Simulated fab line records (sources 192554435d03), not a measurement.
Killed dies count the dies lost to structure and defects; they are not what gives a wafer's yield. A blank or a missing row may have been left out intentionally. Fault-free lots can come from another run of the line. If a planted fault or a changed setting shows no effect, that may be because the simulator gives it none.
Matching of chambers	flow n5Finfet	rieDiel-04 running N5_DUMMY_GATE_ETCH_29: 4 sister chambers
The step etches underlayer in N2/H2, target depth 13 nm. 14 wafers are shown with their chamber, then 7 later ones without.

WAFERS, EACH WITH ITS CHAMBER
wafer	chamber	showerheadPlenumPTorr (Torr)	throttleValvePct (%)	oesProductAu (a.u.)
L853.2	2	2.51	18.03	0.70
L853.4	1	2.67	17.76	0.80
L853.6	3	2.53	18.04	0.75
L855.1	1	2.67	17.76	0.78
L855.2	0	2.53	18.10	0.72
L855.5	1	2.67	17.77	0.78
L858.3	1	2.66	17.76	0.78
L858.5	0	2.53	18.13	0.71
L858.6	3	2.53	18.07	0.75
L863.1	2	2.50	18.08	0.68
L863.3	0	2.53	18.13	0.71
L863.5	2	2.50	18.07	0.68
L866.1	0	2.53	18.13	0.71
L866.4	1	2.66	17.79	0.77

SIGNATURES (means of the wafers above)
reading	chamber 0	chamber 1	chamber 2	chamber 3	scatter within a chamber
showerheadPlenumPTorr	2.5300	2.6660	2.5033	2.5300	0.00432
throttleValvePct	18.1225	17.7680	18.0600	18.0550	0.0179
oesProductAu	0.7125	0.7820	0.6867	0.7500	0.00906
Rule: a wafer's distance from a chamber is the root of the sum, over the readings, of the square of ((its reading less the chamber's mean) divided by the reading's scatter). The wafer belongs to the nearest chamber; if the next one is less than 2 further off, it can't be placed. How the scatter is found: for the shown wafers, subtract from each reading the mean of its chamber, square and add these, divide the total by (wafers less chambers), then take the root.

WAFERS WITHOUT THEIR CHAMBER
wafer	showerheadPlenumPTorr (Torr)	throttleValvePct (%)	oesProductAu (a.u.)
L866.6	2.50	18.08	0.67
L872.1	2.52	18.10	0.74
L872.5	2.50	18.11	0.67
L872.6	2.65	17.82	0.76
L874.1	2.50	18.10	0.67
L874.4	2.52	18.16	0.70
L874.5	2.50	18.09	0.67

WHICH CHAMBER EACH WENT THROUGH
wafer	from the rows above	in truth
L866.6	2	2
L872.1	can't be placed: 3 or 0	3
L872.5	2	2
L872.6	1	1
L874.1	2	2
L874.4	0	0
L874.5	2	2
Correctly placed: 6 of 7. Cannot be placed on the basis of these rows: 1; the candidates contain the true chamber in 1. Wrongly placed: 0.
